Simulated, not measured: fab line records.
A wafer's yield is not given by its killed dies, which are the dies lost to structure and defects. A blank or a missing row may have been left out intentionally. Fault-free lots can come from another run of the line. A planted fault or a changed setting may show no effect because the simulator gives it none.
The tool behind it: which one? || flow nand-harc || 22 lots, 66 wafers sampled, at 1 step of a route of 1159

== WHAT THE GAUGES SHOWED, per wafer ==
NHARC_A_CHANNEL_FILL_D1_THK_MEAS_06: measures by ellipsometry.
{"lot": "L075", "measured": "day 10 01:25", "on": "film-metro-02", "thk-nm (nm)": "5.0 6.1 4.3"}
{"lot": "L074", "measured": "day 10 07:55", "on": "film-metro-01", "thk-nm (nm)": "3.9 3.1 4.3"}
{"lot": "L077", "measured": "day 10 14:33", "on": "film-metro-02", "thk-nm (nm)": "5.1 3.7 5.7"}
{"lot": "L076", "measured": "day 10 14:33", "on": "film-metro-01", "thk-nm (nm)": "3.3 6.7 4.4"}
{"lot": "L079", "measured": "day 10 22:22", "on": "film-metro-02", "thk-nm (nm)": "5.7 5.8 5.2"}
{"lot": "L081", "measured": "day 11 19:06", "on": "film-metro-02", "thk-nm (nm)": "5.4 3.9 5.4"}
{"lot": "L080", "measured": "day 11 19:06", "on": "film-metro-01", "thk-nm (nm)": "5.0 5.8 5.2"}
{"lot": "L082", "measured": "day 12 01:32", "on": "film-metro-02", "thk-nm (nm)": "5.3 5.1 3.8"}
{"lot": "L083", "measured": "day 12 07:44", "on": "film-metro-01", "thk-nm (nm)": "3.0 6.4 4.4"}
{"lot": "L084", "measured": "day 12 17:49", "on": "film-metro-01", "thk-nm (nm)": "4.5 3.4 4.3"}
{"lot": "L085", "measured": "day 13 08:02", "on": "film-metro-02", "thk-nm (nm)": "4.0 5.5 4.8"}
{"lot": "L086", "measured": "day 13 08:02", "on": "film-metro-01", "thk-nm (nm)": "5.2 6.3 5.5"}
{"lot": "L087", "measured": "day 13 08:02", "on": "film-metro-01", "thk-nm (nm)": "6.5 5.0 4.5"}
{"lot": "L090", "measured": "day 13 17:26", "on": "film-metro-02", "thk-nm (nm)": "4.7 4.8 5.5"}
{"lot": "L089", "measured": "day 13 17:26", "on": "film-metro-02", "thk-nm (nm)": "3.4 5.7 3.2"}
{"lot": "L092", "measured": "day 14 12:55", "on": "film-metro-02", "thk-nm (nm)": "7.4 5.2 5.1"}
{"lot": "L093", "measured": "day 14 12:55", "on": "film-metro-01", "thk-nm (nm)": "3.4 6.0 5.8"}
{"lot": "L091", "measured": "day 14 18:13", "on": "film-metro-02", "thk-nm (nm)": "5.0 4.6 3.9"}
{"lot": "L094", "measured": "day 14 23:56", "on": "film-metro-01", "thk-nm (nm)": "4.0 4.5 4.0"}
{"lot": "L096", "measured": "day 15 05:51", "on": "film-metro-01", "thk-nm (nm)": "6.5 5.8 3.8"}
{"lot": "L095", "measured": "day 15 05:53", "on": "film-metro-02", "thk-nm (nm)": "6.8 3.7 4.8"}
{"lot": "L097", "measured": "day 15 10:35", "on": "film-metro-01", "thk-nm (nm)": "3.6 5.6 4.6"}

== WHICH TOOL RAN EACH LOT (tool, then ch and the chambers of the sampled wafers, then the start) ==
Before these readings, the record contains no process step.

== WHAT THE TOOLS THEMSELVES READ (means of the sampled wafers that have a number; where no wafer has one, the mark that the record gives instead) ==
The record holds no such reading with a usual standard deviation.

== THE ANSWER, worked out from the rows above alone ==
Rule: what is usual is taken from the lots themselves. Put in order of their means at a reading, lots are off if they are a third of the lots or fewer, leave a main group of 4 or more, and stand apart from it by a gap of 3 or more times the standard deviation of the main group's means; of several such gaps the widest counts. A main group whose means are all the same, to the digits that the tables above print for the reading, isn't used. Also off: a lot with no number at a reading for which 4 or more lots have one. The other lots that the step has rows for count as sound. Order of review: gauges by route order, followed by the tools' own readings, for which a lot's mean as printed above is used. At the first step where some lot is off, the reading lying furthest off is the one used; lots without a number count as furthest.
Nothing can be told from this: no lot is off at any reading shown.

== WHAT THE SIMULATOR PUT IN ==
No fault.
